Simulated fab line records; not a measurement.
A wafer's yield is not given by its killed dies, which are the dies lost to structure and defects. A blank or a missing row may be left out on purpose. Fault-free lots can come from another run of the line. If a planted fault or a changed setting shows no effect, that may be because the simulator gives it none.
Which of the tools did it? | flow nand-harc | Sampling: 13 lots, 39 wafers, 5 of 1302 route steps

WHAT EACH GAUGE READ, for each wafer
NHARC_A_BLC_OVL_MEAS_11.
lot  | measured     | on         | overlay-x-nm (nm) | overlay-y-nm (nm)
L750 | day 22 01:43 | overlay-01 | -0.5 -0.7 -0.5    | 0.2 -0.1 -0.1
L751 | day 22 21:35 | overlay-02 | -0.6 -1.1 -1.1    | 0.0 0.8 -0.3
L752 | day 22 23:52 | overlay-01 | -1.4 -1.7 -1.9    | 1.0 1.5 1.6
L755 | day 24 05:28 | overlay-01 | 0.4 0.5 0.0       | 0.8 0.3 0.3
L754 | day 24 07:31 | overlay-01 | -0.6 0.3 -0.1     | -1.9 -0.2 -1.4
L756 | day 25 01:33 | overlay-01 | -2.5 -3.2 -2.7    | 0.7 0.4 0.9
L757 | day 25 22:44 | overlay-01 | 1.6 1.7           | -0.9 -1.2
L759 | day 26 10:58 | overlay-01 | 0.8               | -0.3
L764 | day 27 21:48 | overlay-01 | -0.6 -0.3 -0.1    | 0.2 0.0 -0.4
L769 | day 29 23:31 | overlay-01 | 1.0 1.4 0.9       | -0.1 0.6 -0.4
L770 | day 30 05:59 | overlay-01 | 0.0 -0.6 0.1      | -0.4 -0.3 -0.4
L772 | day 31 03:07 | overlay-01 | 0.2 -0.3 0.8      | 0.7 0.6 0.1
L773 | day 31 19:23 | overlay-01 | -0.9 -0.7 -1.3    | 0.6 0.7 1.1

NHARC_END_SORT_01.
lot  | measured     | on        | killed-at-array | killed-at-other | killed-at-periphery | killed-dies | killed-open | killed-short
L757 | day 27 20:37 | prober-02 | 670 24 33       | 3 0 0           | 4 7 4               | 677 31 37   | 3 2 4       | 1 0 2
L759 | day 28 11:28 | prober-02 | 676 60 674      | 0 0 0           | 1 2 3               | 677 62 677  | 2 1 1       | 2 3 1

WHAT TOOL EACH LOT RAN ON (gives the tool, then ch and the chambers of the sampled wafers, and finally the start)
lot  | NHARC_A_CONTACT_ETCH_134             | NHARC_A_CONTACT_ETCH_136             | NHARC_A_CONTACT_ALD_18
L750 | har-cap-etch-02 ch 0,1, day 21 20:40 | har-cap-etch-02 ch 0,1, day 21 21:10 | ald-metal-04 ch 1,2,3, day 21 23:49
L751 | har-cap-etch-02 ch 0,1, day 22 16:29 | har-cap-etch-02 ch 0,1, day 22 16:58 | ald-metal-02 ch 0,2, day 22 19:31
L752 | har-cap-etch-03 ch 0, day 22 18:17   | har-cap-etch-03 ch 0, day 22 18:54   | ald-metal-02 ch 2,3, day 22 21:47
L755 | har-cap-etch-02 ch 0,1, day 24 00:22 | har-cap-etch-02 ch 0,1, day 24 00:50 | ald-metal-04 ch 1,2, day 24 03:22
L754 | har-cap-etch-01 ch 0,1, day 24 02:07 | har-cap-etch-01 ch 0,1, day 24 02:35 | ald-metal-02 ch 0,2, day 24 05:06
L756 | har-cap-etch-01 ch 0,1, day 24 19:47 | har-cap-etch-01 ch 0,1, day 24 20:16 | ald-metal-04 ch 0,3, day 24 23:37
L757 | har-cap-etch-03 ch 0,1, day 25 17:39 | har-cap-etch-03 ch 0,1, day 25 18:07 | ald-metal-04 ch 0,2,3, day 25 20:40
L759 | har-cap-etch-02 ch 0,1, day 26 05:57 | har-cap-etch-02 ch 0,1, day 26 06:28 | ald-metal-04 ch 0,3, day 26 08:53
L764 | har-cap-etch-03 ch 0,1, day 27 16:49 | har-cap-etch-03 ch 0,1, day 27 17:17 | ald-metal-03 ch 0,1,2, day 27 19:50
L769 | har-cap-etch-02 ch 0,1, day 29 18:31 | har-cap-etch-02 ch 0,1, day 29 19:00 | ald-metal-04 ch 1,2, day 29 21:32
L770 | har-cap-etch-01 ch 0,1, day 30 00:58 | har-cap-etch-01 ch 0,1, day 30 01:26 | ald-metal-04 ch 1,2,3, day 30 04:03
L772 | har-cap-etch-03 ch 0,1, day 30 21:59 | har-cap-etch-03 ch 0,1, day 30 22:28 | ald-metal-04 ch 0,1,3, day 31 01:02
L773 | har-cap-etch-03 ch 0,1, day 31 14:20 | har-cap-etch-03 ch 0,1, day 31 14:48 | ald-metal-04 ch 1,3, day 31 17:26
- NHARC_A_CONTACT_ETCH_134: etches the open film in C4F8/O2/Ar, time 140 s, target depth 700 nm.
- NHARC_A_CONTACT_ETCH_136: etches the open film in C4F8/O2/Ar, time 311 s, target depth 1912 nm.
- NHARC_A_CONTACT_ALD_18: deposits TiN, target thk 3 nm, pulse time 1 s, ald cycles 150.

AS READ BY THE TOOLS THEMSELVES (means over the sampled wafers that have a number; for cases with no such wafer, the mark the record gives instead)
NHARC_A_CONTACT_ALD_18.
lot  | tool         | heater-power-w (W) | precursor-pulse-height-rel
L750 | ald-metal-04 | 1044               | 0.985
L751 | ald-metal-02 | 1061               | 0.990
L752 | ald-metal-02 | 988                | 0.995
L755 | ald-metal-04 | 1007               | 1.003
L754 | ald-metal-02 | 1067               | 1.011
L756 | ald-metal-04 | 1048               | 1.022
L757 | ald-metal-04 | 1035               | 1.002
L759 | ald-metal-04 | 1053               | 0.994
L764 | ald-metal-03 | 1069               | 1.005
L769 | ald-metal-04 | 1018               | 0.997
L770 | ald-metal-04 | 1034               | 1.010
L772 | ald-metal-04 | 1029               | 0.986
L773 | ald-metal-04 | 1041               | 1.010

THE ANSWER, worked out from the rows above alone
Rule: the usual values come from the lots themselves. The widest of any qualifying gaps counts: lots, ordered by their means at a reading, are off when they make up no more than a third of the lots, leave a main group of 4 or more, and stand apart from it by 3 or more times the standard deviation of that group's means. Not used: any main group whose means are identical at the precision the tables above print for the reading. A lot without any number at a reading at which 4 lots or more have one is off too. Where the step has rows for the other lots, those lots are counted as sound. The gauges are gone through in route order, then the tools' own readings, and for those a lot's mean is taken as printed above. The first step at which some lot is off is used, and at that step the reading that is off furthest; a lot without a number counts as furthest.
Across all readings shown, no lot is off: no conclusion can be drawn from this.

WHAT THE SIMULATOR HAD INSERTED
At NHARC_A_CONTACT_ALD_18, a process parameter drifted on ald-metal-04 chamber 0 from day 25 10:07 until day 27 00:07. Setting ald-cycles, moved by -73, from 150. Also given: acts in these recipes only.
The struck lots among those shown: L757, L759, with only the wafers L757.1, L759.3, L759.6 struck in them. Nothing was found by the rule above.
